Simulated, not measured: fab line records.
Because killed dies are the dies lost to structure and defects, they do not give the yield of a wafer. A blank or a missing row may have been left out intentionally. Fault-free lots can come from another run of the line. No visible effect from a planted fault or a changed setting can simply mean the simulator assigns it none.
fab line records / flow n5Finfet / part 2 of 2: steps 5 to 6 of 6
record lots=24 wafers=72 lastDay=19
route steps=1938 shown FIN_CUT@166 STI_FIN_REVEAL@196 DUMMY_GATE@232
lots with no fault: from the same line, run without faults
startH: start of the lot's first displayed wafer, in hours after the record's first day / waitH: time in hours since the lot's previous step / " as in the row above / L1.1+2: several wafers, shown together as one row / - no value present, or no start provided / * or withheld: withheld / < > ~ a bound
route shown NAME@n: a module of which the file shows steps, and the number in the route of the first / usual: the fault-free wafers' mean and standard deviation / same: alike in all rows / chamber/n: place in a boat / sites: each site's reading / _std_site: how widely they spread, as a standard deviation / _edge_site: inner sites' mean taken away from outer sites' mean / radiusMm: for every site, how far away it sits from the centre of the wafer / mask NAME#n: copy n / behind: the last tool/chamber to shape the wafer / hold: cause of the lot's hold/its duration in hours/its outcome / device: transistor that didn't switch, given as n, p or np / end of line: the route-end tests of the same wafers / step lacking rows: just its recipe / killed: count of dies lost to structure and defects at first sort (not the wafer's yield) / map: shows each die of a wafer: x if killed, . if not, _ if none is there
set.NAME: setting as actually run; set.NAME@STEP: the setting as run at that earlier step / model.NAME: the simulator's own value behind a step, which no gauge read
steps of the route over a sample of lots; a table a step, a row a wafer
services: the hour from which a tool's chamber was out of use, counted from the record's first day as startH (under 0 if before that day), plus the number of hours and why
## steps
# step N5_DUMMY_GATE_ETCH_36
# recipe chemistry=CF4 target=SiARC targetDepthA=130 pressureMtorr=40 sourceW=545 biasW=36 Ar_flow_sccm=100 cf4FlowSccm=100 ionEnergyEv=80
# usual drypumpMotorCurrentA=5.84/0.22 oesProductAu=0.78/0.09 rfVppV=184.2/0.98 showerheadPlenumPTorr=2.15/0.055 throttleValvePct=15.67/0.26
lot.wafer=L074.1 tool=rieDiel-02 chamber=1 startH=45.87 waitH=0.0 drypumpMotorCurrentA=6.33 oesProductAu=0.78 rfHoursCounterH=121 rfVppV=184.6 showerheadPlenumPTorr=2.24 throttleValvePct=15.55
lot.wafer=L074.4 tool=rieDiel-02 chamber=0 startH=45.87 waitH=0.0 drypumpMotorCurrentA=5.82 oesProductAu=0.75 rfHoursCounterH=134 rfVppV=184.5 showerheadPlenumPTorr=2.05 throttleValvePct=15.57
lot.wafer=L074.6 tool=rieDiel-02 chamber=3 startH=45.87 waitH=0.0 drypumpMotorCurrentA=5.83 oesProductAu=0.75 rfHoursCounterH=- rfVppV=185.5 showerheadPlenumPTorr=2.21 throttleValvePct=15.82
lot.wafer=L075.2 tool=rieDiel-06 chamber=1 startH=55.32 waitH=0.0 drypumpMotorCurrentA=5.73 oesProductAu=0.73 rfHoursCounterH=178 rfVppV=187.5 showerheadPlenumPTorr=2.22 throttleValvePct=15.82
lot.wafer=L075.3 tool=rieDiel-06 chamber=3 startH=55.32 waitH=0.0 drypumpMotorCurrentA=5.88 oesProductAu=0.70 rfHoursCounterH=219 rfVppV=183.5 showerheadPlenumPTorr=2.12 throttleValvePct=16.12
lot.wafer=L075.5 tool=rieDiel-06 chamber=1 startH=55.32 waitH=0.0 drypumpMotorCurrentA=5.74 oesProductAu=0.73 rfHoursCounterH=- rfVppV=186.3 showerheadPlenumPTorr=2.22 throttleValvePct=15.81
lot.wafer=L076.1 tool=rieDiel-06 chamber=2 startH=58.79 waitH=0.0 drypumpMotorCurrentA=6.01 oesProductAu=0.77 rfHoursCounterH=129 rfVppV=183.9 showerheadPlenumPTorr=2.15 throttleValvePct=15.54
lot.wafer=L076.2 tool=rieDiel-06 chamber=1 startH=58.79 waitH=0.0 drypumpMotorCurrentA=5.75 oesProductAu=0.73 rfHoursCounterH=179 rfVppV=184.9 showerheadPlenumPTorr=2.21 throttleValvePct=15.79
lot.wafer=L076.4 tool=rieDiel-06 chamber=3 startH=58.79 waitH=0.0 drypumpMotorCurrentA=5.89 oesProductAu=0.70 rfHoursCounterH=220 rfVppV=183.9 showerheadPlenumPTorr=2.12 throttleValvePct=16.12
lot.wafer=L077.3 tool=rieDiel-06 chamber=0 startH=64.32 waitH=0.0 drypumpMotorCurrentA=5.88 oesProductAu=0.68 rfHoursCounterH=240 rfVppV=183.3 showerheadPlenumPTorr=2.11 throttleValvePct=15.79
lot.wafer=L077.5 tool=rieDiel-06 chamber=0 startH=64.32 waitH=0.0 drypumpMotorCurrentA=5.87 oesProductAu=0.69 rfHoursCounterH=- rfVppV=184.6 showerheadPlenumPTorr=2.11 throttleValvePct=15.79
lot.wafer=L077.6 tool=rieDiel-06 chamber=1 startH=64.32 waitH=0.0 drypumpMotorCurrentA=5.72 oesProductAu=0.73 rfHoursCounterH=- rfVppV=183.8 showerheadPlenumPTorr=2.21 throttleValvePct=15.81
lot.wafer=L078.1 tool=rieDiel-06 chamber=1 startH=71.14 waitH=0.0 drypumpMotorCurrentA=5.75 oesProductAu=0.73 rfHoursCounterH=182 rfVppV=183.7 showerheadPlenumPTorr=2.21 throttleValvePct=15.81
lot.wafer=L078.5 tool=rieDiel-06 chamber=3 startH=71.14 waitH=0.0 drypumpMotorCurrentA=5.89 oesProductAu=0.71 rfHoursCounterH=- rfVppV=183.1 showerheadPlenumPTorr=2.12 throttleValvePct=16.16
lot.wafer=L078.6 tool=rieDiel-06 chamber=0 startH=71.14 waitH=0.0 drypumpMotorCurrentA=5.88 oesProductAu=0.68 rfHoursCounterH=- rfVppV=184.7 showerheadPlenumPTorr=2.11 throttleValvePct=15.79
lot.wafer=L079.4 tool=rieDiel-06 chamber=1 startH=75.27 waitH=0.0 drypumpMotorCurrentA=5.74 oesProductAu=0.73 rfHoursCounterH=183 rfVppV=185.1 showerheadPlenumPTorr=2.21 throttleValvePct=15.81
lot.wafer=L079.5 tool=rieDiel-06 chamber=0 startH=75.27 waitH=0.0 drypumpMotorCurrentA=5.85 oesProductAu=0.68 rfHoursCounterH=- rfVppV=182.6 showerheadPlenumPTorr=2.11 throttleValvePct=15.81
lot.wafer=L079.6 tool=rieDiel-06 chamber=3 startH=75.27 waitH=0.0 drypumpMotorCurrentA=5.89 oesProductAu=0.69 rfHoursCounterH=- rfVppV=184.5 showerheadPlenumPTorr=2.12 throttleValvePct=16.14
lot.wafer=L080.1 tool=rieDiel-02 chamber=2 startH=82.24 waitH=0.0 drypumpMotorCurrentA=5.45 oesProductAu=0.74 rfHoursCounterH=160 rfVppV=185.9 showerheadPlenumPTorr=2.23 throttleValvePct=15.81
lot.wafer=L080.3 tool=rieDiel-02 chamber=0 startH=82.24 waitH=0.0 drypumpMotorCurrentA=5.83 oesProductAu=0.73 rfHoursCounterH=145 rfVppV=182.5 showerheadPlenumPTorr=2.04 throttleValvePct=15.60
lot.wafer=L080.6 tool=rieDiel-02 chamber=1 startH=82.24 waitH=0.0 drypumpMotorCurrentA=6.32 oesProductAu=0.77 rfHoursCounterH=- rfVppV=185.9 showerheadPlenumPTorr=2.24 throttleValvePct=15.56
lot.wafer=L081.2 tool=rieDiel-02 chamber=3 startH=87.00 waitH=0.0 drypumpMotorCurrentA=5.81 oesProductAu=0.73 rfHoursCounterH=206 rfVppV=185.7 showerheadPlenumPTorr=2.20 throttleValvePct=15.84
lot.wafer=L081.4 tool=rieDiel-02 chamber=2 startH=87.00 waitH=0.0 drypumpMotorCurrentA=5.45 oesProductAu=0.73 rfHoursCounterH=162 rfVppV=185.0 showerheadPlenumPTorr=2.23 throttleValvePct=15.81
lot.wafer=L081.5 tool=rieDiel-02 chamber=0 startH=87.00 waitH=0.0 drypumpMotorCurrentA=5.83 oesProductAu=0.73 rfHoursCounterH=- rfVppV=184.4 showerheadPlenumPTorr=2.04 throttleValvePct=15.59
lot.wafer=L082.1 tool=rieDiel-06 chamber=0 startH=94.91 waitH=0.0 drypumpMotorCurrentA=5.82 oesProductAu=0.69 rfHoursCounterH=250 rfVppV=183.9 showerheadPlenumPTorr=2.10 throttleValvePct=15.80
lot.wafer=L082.2 tool=rieDiel-06 chamber=1 startH=94.91 waitH=0.0 drypumpMotorCurrentA=5.72 oesProductAu=0.72 rfHoursCounterH=190 rfVppV=184.2 showerheadPlenumPTorr=2.21 throttleValvePct=15.83
lot.wafer=L082.4 tool=rieDiel-06 chamber=3 startH=94.91 waitH=0.0 drypumpMotorCurrentA=5.88 oesProductAu=0.71 rfHoursCounterH=232 rfVppV=183.3 showerheadPlenumPTorr=2.11 throttleValvePct=16.15
lot.wafer=L083.1 tool=rieDiel-01 chamber=1 startH=101.37 waitH=0.0 drypumpMotorCurrentA=6.29 oesProductAu=0.74 rfHoursCounterH=156 rfVppV=184.8 showerheadPlenumPTorr=2.23 throttleValvePct=16.00
lot.wafer=L083.3 tool=rieDiel-01 chamber=2 startH=101.37 waitH=0.0 drypumpMotorCurrentA=5.62 oesProductAu=0.96 rfHoursCounterH=9 rfVppV=184.0 showerheadPlenumPTorr=2.09 throttleValvePct=15.37
lot.wafer=L083.5 tool=rieDiel-01 chamber=1 startH=101.37 waitH=0.0 drypumpMotorCurrentA=6.23 oesProductAu=0.75 rfHoursCounterH=- rfVppV=185.3 showerheadPlenumPTorr=2.23 throttleValvePct=16.03
lot.wafer=L084.4 tool=rieDiel-02 chamber=2 startH=106.41 waitH=0.0 drypumpMotorCurrentA=5.43 oesProductAu=0.72 rfHoursCounterH=168 rfVppV=184.7 showerheadPlenumPTorr=2.23 throttleValvePct=15.82
lot.wafer=L084.5 tool=rieDiel-02 chamber=2 startH=106.41 waitH=0.0 drypumpMotorCurrentA=5.44 oesProductAu=0.73 rfHoursCounterH=- rfVppV=184.0 showerheadPlenumPTorr=2.23 throttleValvePct=15.83
lot.wafer=L084.6 tool=rieDiel-02 chamber=1 startH=106.41 waitH=0.0 drypumpMotorCurrentA=6.30 oesProductAu=0.76 rfHoursCounterH=- rfVppV=186.2 showerheadPlenumPTorr=2.24 throttleValvePct=15.59
lot.wafer=L085.2 tool=rieDiel-01 chamber=2 startH=114.95 waitH=0.0 drypumpMotorCurrentA=5.61 oesProductAu=0.96 rfHoursCounterH=15 rfVppV=183.8 showerheadPlenumPTorr=2.09 throttleValvePct=15.37
lot.wafer=L085.5 tool=rieDiel-01 chamber=3 startH=114.95 waitH=0.0 drypumpMotorCurrentA=5.55 oesProductAu=0.72 rfHoursCounterH=- rfVppV=183.8 showerheadPlenumPTorr=2.13 throttleValvePct=15.42
lot.wafer=L085.6 tool=rieDiel-01 chamber=0 startH=114.95 waitH=0.0 drypumpMotorCurrentA=5.68 oesProductAu=0.94 rfHoursCounterH=- rfVppV=185.3 showerheadPlenumPTorr=2.18 throttleValvePct=15.24
lot.wafer=L086.2 tool=rieDiel-01 chamber=3 startH=121.59 waitH=0.0 drypumpMotorCurrentA=5.54 oesProductAu=0.72 rfHoursCounterH=172 rfVppV=184.1 showerheadPlenumPTorr=2.13 throttleValvePct=15.42
lot.wafer=L086.5 tool=rieDiel-01 chamber=2 startH=121.59 waitH=0.0 drypumpMotorCurrentA=5.60 oesProductAu=0.95 rfHoursCounterH=- rfVppV=182.5 showerheadPlenumPTorr=2.09 throttleValvePct=15.37
lot.wafer=L086.6 tool=rieDiel-01 chamber=1 startH=121.59 waitH=0.0 drypumpMotorCurrentA=6.26 oesProductAu=0.75 rfHoursCounterH=- rfVppV=184.2 showerheadPlenumPTorr=2.22 throttleValvePct=16.03
lot.wafer=L087.4 tool=rieDiel-01 chamber=1 startH=123.69 waitH=0.0 drypumpMotorCurrentA=6.23 oesProductAu=0.75 rfHoursCounterH=162 rfVppV=182.4 showerheadPlenumPTorr=2.22 throttleValvePct=16.04
lot.wafer=L087.5 tool=rieDiel-01 chamber=1 startH=123.69 waitH=0.0 drypumpMotorCurrentA=6.26 oesProductAu=0.75 rfHoursCounterH=- rfVppV=185.4 showerheadPlenumPTorr=2.22 throttleValvePct=16.04
lot.wafer=L087.6 tool=rieDiel-01 chamber=2 startH=123.69 waitH=0.0 drypumpMotorCurrentA=5.63 oesProductAu=0.95 rfHoursCounterH=- rfVppV=183.6 showerheadPlenumPTorr=2.09 throttleValvePct=15.37
lot.wafer=L088.1 tool=rieDiel-01 chamber=2 startH=130.31 waitH=0.0 drypumpMotorCurrentA=5.61 oesProductAu=0.95 rfHoursCounterH=19 rfVppV=183.8 showerheadPlenumPTorr=2.09 throttleValvePct=15.36
lot.wafer=L088.2 tool=rieDiel-01 chamber=1 startH=130.31 waitH=0.0 drypumpMotorCurrentA=6.24 oesProductAu=0.75 rfHoursCounterH=163 rfVppV=185.2 showerheadPlenumPTorr=2.22 throttleValvePct=16.03
lot.wafer=L088.4 tool=rieDiel-01 chamber=0 startH=130.31 waitH=0.0 drypumpMotorCurrentA=5.65 oesProductAu=0.93 rfHoursCounterH=27 rfVppV=183.9 showerheadPlenumPTorr=2.18 throttleValvePct=15.25
lot.wafer=L089.1 tool=rieDiel-06 chamber=2 startH=135.56 waitH=0.0 drypumpMotorCurrentA=5.99 oesProductAu=0.74 rfHoursCounterH=156 rfVppV=182.8 showerheadPlenumPTorr=2.14 throttleValvePct=15.61
lot.wafer=L089.5 tool=rieDiel-06 chamber=0 startH=135.56 waitH=0.0 drypumpMotorCurrentA=5.88 oesProductAu=0.92 rfHoursCounterH=- rfVppV=183.5 showerheadPlenumPTorr=2.10 throttleValvePct=15.32
lot.wafer=L089.6 tool=rieDiel-06 chamber=1 startH=135.56 waitH=0.0 drypumpMotorCurrentA=5.73 oesProductAu=0.71 rfHoursCounterH=- rfVppV=185.6 showerheadPlenumPTorr=2.21 throttleValvePct=15.85
lot.wafer=L090.1 tool=rieDiel-06 chamber=2 startH=147.01 waitH=0.0 drypumpMotorCurrentA=5.99 oesProductAu=0.75 rfHoursCounterH=161 rfVppV=184.0 showerheadPlenumPTorr=2.14 throttleValvePct=15.62
lot.wafer=L090.4 tool=rieDiel-06 chamber=1 startH=147.01 waitH=0.0 drypumpMotorCurrentA=5.73 oesProductAu=0.72 rfHoursCounterH=- rfVppV=183.8 showerheadPlenumPTorr=2.21 throttleValvePct=15.88
lot.wafer=L090.6 tool=rieDiel-06 chamber=0 startH=147.01 waitH=0.0 drypumpMotorCurrentA=5.87 oesProductAu=0.92 rfHoursCounterH=- rfVppV=184.7 showerheadPlenumPTorr=2.10 throttleValvePct=15.32
lot.wafer=L091.2 tool=rieDiel-06 chamber=2 startH=149.95 waitH=0.0 drypumpMotorCurrentA=5.97 oesProductAu=0.74 rfHoursCounterH=162 rfVppV=182.5 showerheadPlenumPTorr=2.14 throttleValvePct=15.61
lot.wafer=L091.3 tool=rieDiel-06 chamber=0 startH=149.95 waitH=0.0 drypumpMotorCurrentA=5.84 oesProductAu=0.92 rfHoursCounterH=12 rfVppV=182.9 showerheadPlenumPTorr=2.10 throttleValvePct=15.34
lot.wafer=L091.6 tool=rieDiel-06 chamber=0 startH=149.95 waitH=0.0 drypumpMotorCurrentA=5.86 oesProductAu=0.92 rfHoursCounterH=- rfVppV=183.7 showerheadPlenumPTorr=2.10 throttleValvePct=15.33
lot.wafer=L092.1 tool=rieDiel-06 chamber=1 startH=155.98 waitH=0.0 drypumpMotorCurrentA=5.73 oesProductAu=0.71 rfHoursCounterH=207 rfVppV=184.3 showerheadPlenumPTorr=2.21 throttleValvePct=15.86
lot.wafer=L092.2 tool=rieDiel-06 chamber=0 startH=155.98 waitH=0.0 drypumpMotorCurrentA=5.87 oesProductAu=0.91 rfHoursCounterH=13 rfVppV=183.8 showerheadPlenumPTorr=2.10 throttleValvePct=15.33
lot.wafer=L092.3 tool=rieDiel-06 chamber=2 startH=155.98 waitH=0.0 drypumpMotorCurrentA=6.00 oesProductAu=0.75 rfHoursCounterH=163 rfVppV=184.4 showerheadPlenumPTorr=2.14 throttleValvePct=15.61
lot.wafer=L093.2 tool=rieDiel-06 chamber=2 startH=163.38 waitH=0.0 drypumpMotorCurrentA=6.04 oesProductAu=0.74 rfHoursCounterH=166 rfVppV=183.7 showerheadPlenumPTorr=2.14 throttleValvePct=15.62
lot.wafer=L093.3 tool=rieDiel-06 chamber=0 startH=163.38 waitH=0.0 drypumpMotorCurrentA=5.84 oesProductAu=0.91 rfHoursCounterH=16 rfVppV=183.2 showerheadPlenumPTorr=2.10 throttleValvePct=15.34
lot.wafer=L093.4 tool=rieDiel-06 chamber=0 startH=163.38 waitH=0.0 drypumpMotorCurrentA=5.83 oesProductAu=0.91 rfHoursCounterH=- rfVppV=181.9 showerheadPlenumPTorr=2.10 throttleValvePct=15.34
lot.wafer=L094.2 tool=rieDiel-06 chamber=0 startH=166.69 waitH=0.0 drypumpMotorCurrentA=5.87 oesProductAu=0.91 rfHoursCounterH=17 rfVppV=184.7 showerheadPlenumPTorr=2.10 throttleValvePct=15.34
lot.wafer=L094.3 tool=rieDiel-06 chamber=2 startH=166.69 waitH=0.0 drypumpMotorCurrentA=6.01 oesProductAu=0.74 rfHoursCounterH=167 rfVppV=184.2 showerheadPlenumPTorr=2.14 throttleValvePct=15.63
lot.wafer=L094.4 tool=rieDiel-06 chamber=2 startH=166.69 waitH=0.0 drypumpMotorCurrentA=6.03 oesProductAu=0.74 rfHoursCounterH=- rfVppV=185.5 showerheadPlenumPTorr=2.14 throttleValvePct=15.61
lot.wafer=L095.1 tool=rieDiel-01 chamber=0 startH=171.92 waitH=0.0 drypumpMotorCurrentA=5.66 oesProductAu=0.91 rfHoursCounterH=39 rfVppV=183.6 showerheadPlenumPTorr=2.18 throttleValvePct=15.28
lot.wafer=L095.4 tool=rieDiel-01 chamber=1 startH=171.92 waitH=0.0 drypumpMotorCurrentA=6.26 oesProductAu=0.73 rfHoursCounterH=176 rfVppV=184.5 showerheadPlenumPTorr=2.22 throttleValvePct=16.06
lot.wafer=L095.5 tool=rieDiel-01 chamber=2 startH=171.92 waitH=0.0 drypumpMotorCurrentA=5.62 oesProductAu=0.91 rfHoursCounterH=- rfVppV=184.3 showerheadPlenumPTorr=2.08 throttleValvePct=15.38
lot.wafer=L096.1 tool=rieDiel-06 chamber=3 startH=178.71 waitH=0.0 drypumpMotorCurrentA=5.88 oesProductAu=0.96 rfHoursCounterH=4 rfVppV=184.6 showerheadPlenumPTorr=2.11 throttleValvePct=15.68
lot.wafer=L096.2 tool=rieDiel-06 chamber=1 startH=178.71 waitH=0.0 drypumpMotorCurrentA=5.71 oesProductAu=0.71 rfHoursCounterH=214 rfVppV=185.0 showerheadPlenumPTorr=2.20 throttleValvePct=15.87
lot.wafer=L096.4 tool=rieDiel-06 chamber=0 startH=178.71 waitH=0.0 drypumpMotorCurrentA=5.85 oesProductAu=0.89 rfHoursCounterH=21 rfVppV=185.1 showerheadPlenumPTorr=2.10 throttleValvePct=15.36
lot.wafer=L097.3 tool=rieDiel-06 chamber=0 startH=184.46 waitH=0.0 drypumpMotorCurrentA=5.88 oesProductAu=0.88 rfHoursCounterH=22 rfVppV=184.6 showerheadPlenumPTorr=2.10 throttleValvePct=15.35
lot.wafer=L097.4 tool=rieDiel-06 chamber=3 startH=184.46 waitH=0.0 drypumpMotorCurrentA=5.90 oesProductAu=0.95 rfHoursCounterH=5 rfVppV=184.1 showerheadPlenumPTorr=2.11 throttleValvePct=15.69
lot.wafer=L097.5 tool=rieDiel-06 chamber=1 startH=184.46 waitH=0.0 drypumpMotorCurrentA=5.72 oesProductAu=0.70 rfHoursCounterH=- rfVppV=185.3 showerheadPlenumPTorr=2.20 throttleValvePct=15.87
# step N5_DUMMY_GATE_CD_MEAS_50
# recipe targetCdNm=14
# usual cdNm=14.1/0.35
lot.wafer=L074.1 tool=cdSem-02 chamber=- startH=46.45 waitH=0.0 cdNm=13.8
lot.wafer=L074.4 tool=cdSem-02 chamber=- startH=46.45 waitH=0.0 cdNm=14.1
lot.wafer=L074.6 tool=cdSem-02 chamber=- startH=46.45 waitH=0.0 cdNm=13.7
lot.wafer=L075.2 tool=cdSem-01 chamber=- startH=55.60 waitH=0.0 cdNm=14.6
lot.wafer=L075.3 tool=cdSem-01 chamber=- startH=55.60 waitH=0.0 cdNm=14.2
lot.wafer=L075.5 tool=cdSem-01 chamber=- startH=55.60 waitH=0.0 cdNm=14.3
lot.wafer=L076.1 tool=cdSem-01 chamber=- startH=59.06 waitH=0.0 cdNm=13.7
lot.wafer=L076.2 tool=cdSem-01 chamber=- startH=59.06 waitH=0.0 cdNm=13.5
lot.wafer=L076.4 tool=cdSem-01 chamber=- startH=59.06 waitH=0.0 cdNm=14.3
lot.wafer=L077.3 tool=cdSem-02 chamber=- startH=64.60 waitH=0.0 cdNm=14.0
lot.wafer=L077.5 tool=cdSem-02 chamber=- startH=64.60 waitH=0.0 cdNm=13.6
lot.wafer=L077.6 tool=cdSem-02 chamber=- startH=64.60 waitH=0.0 cdNm=14.7
lot.wafer=L078.1 tool=cdSem-02 chamber=- startH=71.50 waitH=0.0 cdNm=14.3
lot.wafer=L078.5 tool=cdSem-02 chamber=- startH=71.50 waitH=0.0 cdNm=14.3
lot.wafer=L078.6 tool=cdSem-02 chamber=- startH=71.50 waitH=0.0 cdNm=13.7
lot.wafer=L079.4 tool=cdSem-02 chamber=- startH=75.56 waitH=0.0 cdNm=13.5
lot.wafer=L079.5 tool=cdSem-02 chamber=- startH=75.56 waitH=0.0 cdNm=13.8
lot.wafer=L079.6 tool=cdSem-02 chamber=- startH=75.56 waitH=0.0 cdNm=13.8
lot.wafer=L080.1 tool=cdSem-03 chamber=- startH=82.51 waitH=0.0 cdNm=13.8
lot.wafer=L080.3 tool=cdSem-03 chamber=- startH=82.51 waitH=0.0 cdNm=14.5
lot.wafer=L080.6 tool=cdSem-03 chamber=- startH=82.51 waitH=0.0 cdNm=14.5
lot.wafer=L081.2 tool=cdSem-02 chamber=- startH=87.27 waitH=0.0 cdNm=14.4
lot.wafer=L081.4 tool=cdSem-02 chamber=- startH=87.27 waitH=0.0 cdNm=14.3
lot.wafer=L081.5 tool=cdSem-02 chamber=- startH=87.27 waitH=0.0 cdNm=14.7
lot.wafer=L082.1 tool=cdSem-03 chamber=- startH=95.43 waitH=0.0 cdNm=14.7
lot.wafer=L082.2 tool=cdSem-03 chamber=- startH=95.43 waitH=0.0 cdNm=14.0
lot.wafer=L082.4 tool=cdSem-03 chamber=- startH=95.43 waitH=0.0 cdNm=14.0
lot.wafer=L083.1 tool=cdSem-03 chamber=- startH=101.65 waitH=0.0 cdNm=13.6
lot.wafer=L083.3 tool=cdSem-03 chamber=- startH=101.65 waitH=0.0 cdNm=14.3
lot.wafer=L083.5 tool=cdSem-03 chamber=- startH=101.65 waitH=0.0 cdNm=13.6
lot.wafer=L084.4 tool=cdSem-02 chamber=- startH=106.69 waitH=0.0 cdNm=14.3
lot.wafer=L084.5 tool=cdSem-02 chamber=- startH=106.69 waitH=0.0 cdNm=14.0
lot.wafer=L084.6 tool=cdSem-02 chamber=- startH=106.69 waitH=0.0 cdNm=14.5
lot.wafer=L085.2 tool=cdSem-03 chamber=- startH=115.50 waitH=0.0 cdNm=14.4
lot.wafer=L085.5 tool=cdSem-03 chamber=- startH=115.50 waitH=0.0 cdNm=13.5
lot.wafer=L085.6 tool=cdSem-03 chamber=- startH=115.50 waitH=0.0 cdNm=14.2
lot.wafer=L086.2 tool=cdSem-02 chamber=- startH=121.86 waitH=0.0 cdNm=13.7
lot.wafer=L086.5 tool=cdSem-02 chamber=- startH=121.86 waitH=0.0 cdNm=13.8
lot.wafer=L086.6 tool=cdSem-02 chamber=- startH=121.86 waitH=0.0 cdNm=14.3
lot.wafer=L087.4 tool=cdSem-03 chamber=- startH=123.97 waitH=0.0 cdNm=14.1
lot.wafer=L087.5 tool=cdSem-03 chamber=- startH=123.97 waitH=0.0 cdNm=13.5
lot.wafer=L087.6 tool=cdSem-03 chamber=- startH=123.97 waitH=0.0 cdNm=14.4
lot.wafer=L088.1 tool=cdSem-01 chamber=- startH=130.70 waitH=0.0 cdNm=14.6
lot.wafer=L088.2 tool=cdSem-01 chamber=- startH=130.70 waitH=0.0 cdNm=13.4
lot.wafer=L088.4 tool=cdSem-01 chamber=- startH=130.70 waitH=0.0 cdNm=14.2
lot.wafer=L089.1 tool=cdSem-01 chamber=- startH=135.83 waitH=0.0 cdNm=13.9
lot.wafer=L089.5 tool=cdSem-01 chamber=- startH=135.83 waitH=0.0 cdNm=14.1
lot.wafer=L089.6 tool=cdSem-01 chamber=- startH=135.83 waitH=0.0 cdNm=13.4
lot.wafer=L090.1 tool=cdSem-02 chamber=- startH=147.28 waitH=0.0 cdNm=14.1
lot.wafer=L090.4 tool=cdSem-02 chamber=- startH=147.28 waitH=0.0 cdNm=14.1
lot.wafer=L090.6 tool=cdSem-02 chamber=- startH=147.28 waitH=0.0 cdNm=13.8
lot.wafer=L091.2 tool=cdSem-03 chamber=- startH=150.23 waitH=0.0 cdNm=14.3
lot.wafer=L091.3 tool=cdSem-03 chamber=- startH=150.23 waitH=0.0 cdNm=14.1
lot.wafer=L091.6 tool=cdSem-03 chamber=- startH=150.23 waitH=0.0 cdNm=14.6
lot.wafer=L092.1 tool=cdSem-02 chamber=- startH=156.24 waitH=0.0 cdNm=14.2
lot.wafer=L092.2 tool=cdSem-02 chamber=- startH=156.24 waitH=0.0 cdNm=14.4
lot.wafer=L092.3 tool=cdSem-02 chamber=- startH=156.24 waitH=0.0 cdNm=14.4
lot.wafer=L093.2 tool=cdSem-02 chamber=- startH=163.66 waitH=0.0 cdNm=13.8
lot.wafer=L093.3 tool=cdSem-02 chamber=- startH=163.66 waitH=0.0 cdNm=14.5
lot.wafer=L093.4 tool=cdSem-02 chamber=- startH=163.66 waitH=0.0 cdNm=14.0
lot.wafer=L094.2 tool=cdSem-02 chamber=- startH=166.96 waitH=0.0 cdNm=14.4
lot.wafer=L094.3 tool=cdSem-02 chamber=- startH=166.96 waitH=0.0 cdNm=14.4
lot.wafer=L094.4 tool=cdSem-02 chamber=- startH=166.96 waitH=0.0 cdNm=14.2
lot.wafer=L095.1 tool=cdSem-01 chamber=- startH=172.19 waitH=0.0 cdNm=13.8
lot.wafer=L095.4 tool=cdSem-01 chamber=- startH=172.19 waitH=0.0 cdNm=13.9
lot.wafer=L095.5 tool=cdSem-01 chamber=- startH=172.19 waitH=0.0 cdNm=14.5
lot.wafer=L096.1 tool=cdSem-01 chamber=- startH=179.16 waitH=0.0 cdNm=14.3
lot.wafer=L096.2 tool=cdSem-01 chamber=- startH=179.16 waitH=0.0 cdNm=14.5
lot.wafer=L096.4 tool=cdSem-01 chamber=- startH=179.16 waitH=0.0 cdNm=14.5
lot.wafer=L097.3 tool=cdSem-02 chamber=- startH=184.73 waitH=0.0 cdNm=14.2
lot.wafer=L097.4 tool=cdSem-02 chamber=- startH=184.73 waitH=0.0 cdNm=13.7
lot.wafer=L097.5 tool=cdSem-02 chamber=- startH=184.73 waitH=0.0 cdNm=13.8
## services
tool=rieDiel-01 chamber=0 startH=7.84 hours=1.2 kind=repair
tool=vaporEtch-01 chamber=- startH=15.57 hours=1.5 kind=repair
tool=rieDiel-01 chamber=1 startH=18.74 hours=15.5 kind=repair
tool=rieDiel-01 chamber=0 startH=34.40 hours=- kind=clean
tool=rieDiel-01 chamber=0 startH=34.40 hours=- kind=consumableReplace:focusRing
tool=rieDiel-01 chamber=0 startH=34.40 hours=21.5 kind=scheduledDown
tool=rieDiel-01 chamber=0 startH=34.40 hours=21.5 kind=ventCycle
tool=rieDiel-06 chamber=- startH=45.53 hours=2.8 kind=pm
tool=rieDiel-01 chamber=2 startH=55.89 hours=- kind=clean
tool=vaporEtch-02 chamber=0 startH=65.90 hours=2.8 kind=repair
tool=rieDiel-02 chamber=- startH=66.97 hours=0.4 kind=repair
tool=rieDiel-06 chamber=0 startH=73.05 hours=1.6 kind=repair
tool=rieDiel-01 chamber=1 startH=80.56 hours=2.8 kind=repair
tool=rieDiel-06 chamber=3 startH=89.40 hours=2.9 kind=repair
tool=rieDiel-01 chamber=1 startH=108.62 hours=3.8 kind=repair
tool=rieDiel-06 chamber=1 startH=109.79 hours=12.2 kind=repair
tool=vaporEtch-02 chamber=1 startH=111.79 hours=8.0 kind=repair
tool=vaporEtch-02 chamber=0 startH=113.24 hours=43.2 kind=repair
tool=rieDiel-02 chamber=- startH=137.37 hours=2.8 kind=pm
tool=rieDiel-02 chamber=3 startH=140.90 hours=6.3 kind=repair
tool=rieDiel-02 chamber=- startH=174.85 hours=0.5 kind=repair
tool=rieDiel-01 chamber=2 startH=175.04 hours=8.4 kind=repair
tool=rieDiel-02 chamber=1 startH=176.31 hours=7.1 kind=repair
tool=rieDiel-02 chamber=0 startH=177.64 hours=1.8 kind=repair
